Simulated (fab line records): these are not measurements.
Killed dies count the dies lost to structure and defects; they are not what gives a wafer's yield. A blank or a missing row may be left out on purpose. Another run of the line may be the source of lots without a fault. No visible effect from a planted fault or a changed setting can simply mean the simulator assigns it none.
Chamber matching ; flow nandHarc ; NHARC_THIN_TSV_DESCUM_14 on rieDiel-09: 4 sister chambers
The step chemistry O2, time 3 s. 4 wafers are shown with their chamber, then 9 later ones without.

== WAFERS PAIRED WITH THEIR CHAMBERS ==
wafer;chamber;showerheadPlenumPTorr (Torr)
L329.1;1;2.04
L331.6;3;1.94
L336.4;0;2.01
L336.5;2;1.80

== WAFERS WITH NO CHAMBER GIVEN ==
wafer;showerheadPlenumPTorr (Torr)
L334.1;1.80
L334.3;2.01
L334.6;1.94
L338.1;1.80
L338.2;2.03
L338.6;1.94
L346.1;2.03
L346.2;2.01
L346.6;1.94

== CHAMBER TAKEN BY EACH ==
wafer;from the rows above;in truth
L334.1;2;2
L334.3;0;0
L334.6;3;3
L338.1;2;2
L338.2;1;1
L338.6;3;3
L346.1;1;1
L346.2;0;0
L346.6;3;3
Correct placement for 9 of the 9. Can't be placed from these rows: 0. Placed wrongly: 0.
How it was worked out, from the rows above alone: a wafer's distance from a chamber is the root of the sum, over the readings, of the square of ((its reading less the chamber's mean) divided by the reading's scatter). If the next closest chamber is less than 2 further off than the closest, the wafer can't be placed; otherwise it belongs to the closest. The mean given for a chamber averages the wafers shown for that chamber. The scatter: with one shown wafer a chamber, the root of the mean of the squares of how far each hidden wafer lies from its nearest shown one.
